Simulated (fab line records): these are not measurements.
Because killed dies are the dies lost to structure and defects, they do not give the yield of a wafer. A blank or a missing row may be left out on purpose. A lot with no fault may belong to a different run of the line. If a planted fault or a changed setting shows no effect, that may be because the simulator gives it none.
Matching of chambers | flow n5-finfet | N5_HKMG_FIN_STRIP_34 on rie-diel-04: 4 sister chambers
The step strips in CF4. 4 wafers are shown with their chamber, then 12 later ones without.

WAFERS WITH THEIR CHAMBER
wafer  | chamber | drypump-motor-current-A (A)
L084.2 | 1       | 5.5
L085.2 | 0       | 6.2
L085.3 | 2       | 5.1
L085.4 | 3       | 5.5

WAFERS MISSING THEIR CHAMBER
wafer  | drypump-motor-current-A (A)
L087.2 | 5.4
L087.3 | 5.5
L087.6 | 5.1
L089.3 | 5.1
L089.5 | 5.5
L089.6 | 5.2
L090.2 | 5.1
L090.5 | 5.4
L090.6 | 5.1
L093.3 | 5.1
L093.4 | 5.5
L093.6 | 5.5

CHAMBER TAKEN BY EACH
wafer  | from the rows above     | in truth
L087.2 | can't be placed: 1 or 3 | 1
L087.3 | can't be placed: 1 or 3 | 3
L087.6 | 2                       | 2
L089.3 | 2                       | 2
L089.5 | can't be placed: 1 or 3 | 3
L089.6 | 2                       | 2
L090.2 | 2                       | 2
L090.5 | can't be placed: 1 or 3 | 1
L090.6 | 2                       | 2
L093.3 | 2                       | 2
L093.4 | can't be placed: 1 or 3 | 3
L093.6 | can't be placed: 1 or 3 | 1
Correct placement for 6 of the 12. Can't be placed from these rows: 6 (the true chamber is among the candidates in 6). 0 placed wrongly.
How it was worked out, from the rows above alone: a wafer's distance from a chamber is the root of the sum, over the readings, of the square of ((its reading less the chamber's mean) divided by the reading's scatter). If the next closest chamber is less than 2 further off than the closest, the wafer can't be placed; otherwise it belongs to the closest. For every chamber, the mean is computed from those of its wafers that are shown. The scatter: root of mean squared gap, hidden wafer to nearest shown wafer, with one shown wafer a chamber.
